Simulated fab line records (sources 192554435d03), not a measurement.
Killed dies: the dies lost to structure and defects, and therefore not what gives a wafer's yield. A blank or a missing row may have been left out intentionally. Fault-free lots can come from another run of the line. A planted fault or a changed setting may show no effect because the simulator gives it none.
Lot-split experiment -- flow n5_finfet -- 7 lots, 39 wafers read, on a route of 1938 steps

## SPLIT DETAILS
At N5_FIN_SAQP_HM_DEP_72 (deposits SiO2 from SiH4/N2O, target thk 12 nm, time 7.2 s), the setting target_thk_a was moved away from the recipe's 120 angstrom on 12 of the 39 wafers read, by -58.1% to +46.2%. For the rest of the wafers, this setting stayed at what the recipe calls for.

## FROM THE SPLIT TO THE READING: what the file shows between them, 4 steps
- N5_FIN_SAQP_COAT_49: time 60 s, resist thk 100 nm
- N5_FIN_SAQP_COAT_50: time 60 s, resist thk 35 nm
- N5_FIN_SAQP_ETCH_52: etches SOC in N2/H2, target depth 100 nm, overetch 20 nm, time 150 s
- N5_FIN_SAQP_STRIP_53: strips in N2/H2

## THE READING
etch.depth_nm (the simulator's own value, which no gauge read), in nm, at N5_FIN_SAQP_HM_OPEN_73 (chemistry CHF3/O2, target SiO2, stops on a-Si, target depth 12 nm, time 16.8 s). The file does not state a usual value for it. Average 11.947 nm, standard deviation 0.26 nm, over the 27 wafers here run with the recipe.

wafer,"tool, chamber at the split","target_thk_a as run, angstrom",against the recipe,"etch.depth_nm, nm",against lot-mates on the recipe
L079.1,"pecvd-01, 0",120,recipe,11.86,-
L079.2,"pecvd-01, 1",120,recipe,12.01,-
L079.3,"pecvd-01, 2",120,recipe,11.62,-
L079.4,"pecvd-01, 0",120,recipe,12.23,-
L079.5,"pecvd-01, 1",120,recipe,12.21,-
L079.6,"pecvd-01, 2",120,recipe,11.85,-
L080.1,"pecvd-03, 2",120,recipe,11.86,-
L080.2,"pecvd-03, 0",120,recipe,11.91,-
L080.3,"pecvd-03, 1",120,recipe,11.37,-
L080.4,"pecvd-03, 2",120,recipe,12.04,-
L080.5,"pecvd-03, 0",120,recipe,11.97,-
L080.6,"pecvd-03, 1",120,recipe,11.88,-
L082.1,"pecvd-01, 1",120,recipe,12.14,-
L082.2,"pecvd-01, 2",175.4,+46.2%,17.14,+4.973
L082.3,"pecvd-01, 0",120,recipe,12.08,-
L082.4,"pecvd-01, 2",175.4,+46.2%,17.31,+5.143
L082.5,"pecvd-01, 0",175.4,+46.2%,17.94,+5.773
L082.6,"pecvd-01, 1",120,recipe,12.28,-
L086.1,"pecvd-03, 2",120,recipe,11.77,-
L086.2,"pecvd-03, 0",120,recipe,12.03,-
L086.3,"pecvd-03, 1",101.1,-15.8%,9.878,-2.032
L086.4,"pecvd-03, 2",120,recipe,11.93,-
L086.5,"pecvd-03, 1,0",101.1,-15.8%,10.12,-1.790
L086.6,"pecvd-03, 1,0",101.1,-15.8%,10.12,-1.790
L087.1,"pecvd-01, 0",50.34,-58.1%,4.987,-6.963
L087.2,"pecvd-01, 2",120,recipe,11.55,-
L087.3,"pecvd-01, 1",50.34,-58.1%,5.236,-6.714
L087.4,"pecvd-01, 1",120,recipe,12.2,-
L087.5,"pecvd-01, 2",50.34,-58.1%,4.696,-7.254
L087.6,"pecvd-01, 0",120,recipe,12.1,-
L088.1,"pecvd-03, 2",88.14,-26.5%,8.586,-3.147
L088.2,"pecvd-03, 1",120,recipe,11.51,-
L088.3,"pecvd-03, 1",88.14,-26.5%,8.508,-3.225
L088.4,"pecvd-03, 2",120,recipe,11.86,-
L088.5,"pecvd-03, 2",120,recipe,11.83,-
L088.6,"pecvd-03, 1",88.14,-26.5%,8.375,-3.358
L096.1,"pecvd-01, 2",120,recipe,11.64,-
L096.3,"pecvd-01, 1",120,recipe,12.37,-
L096.6,"pecvd-01, 1",120,recipe,12.47,-
If several chambers appear in one row, that row covers several wafers at once and the file leaves open which wafer was in which chamber.

FIT RESULTS
A straight line over all 39 wafers: etch.depth_nm changes by +0.121 nm for each +1% of target_thk_a; r = +1.00; the points scatter about the line by 0.26 nm.
The same after taking each lot's own level away (the mean of its wafers on the recipe; 39 wafers): +0.118 nm for each +1%; r = +1.00; scatter 0.23 nm.
According to that fit, moving target_thk_a by its largest amount changes the reading by 6.9 nm.
Measured against the standard deviation above, the lots' own levels, which go from 11.7333 to 12.1667 nm, span 1.7 times it.
Consequently the slope shifts little with the lot-to-lot level, the two slopes agreeing.
Check: -6.88 nm against its lot-mates is what the line predicts for one of the wafers moved furthest among these (-58.1%) when that wafer is left out of the fit. It came out at -6.96 nm against them.

## THE WHOLE CHAIN: every reading that the file lists as answering this split, in the file's order
step,what it does,reading,change (the file's fit),r (the file's)
N5_FIN_SAQP_HM_DEP_72,"deposits SiO2 from SiH4/N2O, target thk 12 nm, time 7.2 s","SiO2_of_FIN_SAQP_HM_DEP_72.thk_nm (the simulator's own value, which no gauge read)",+0.119 nm for each +1% of the setting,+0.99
N5_FIN_SAQP_HM_OPEN_73,"chemistry CHF3/O2, target SiO2, stops on a-Si, target depth 12 nm, time 16.8 s","etch.depth_nm (the simulator's own value, which no gauge read)",+0.119 nm for each +1% of the setting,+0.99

## THE FILE'S OWN FIT
etch.depth_nm changes by +0.119 nm for each +1% of target_thk_a, r = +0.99.
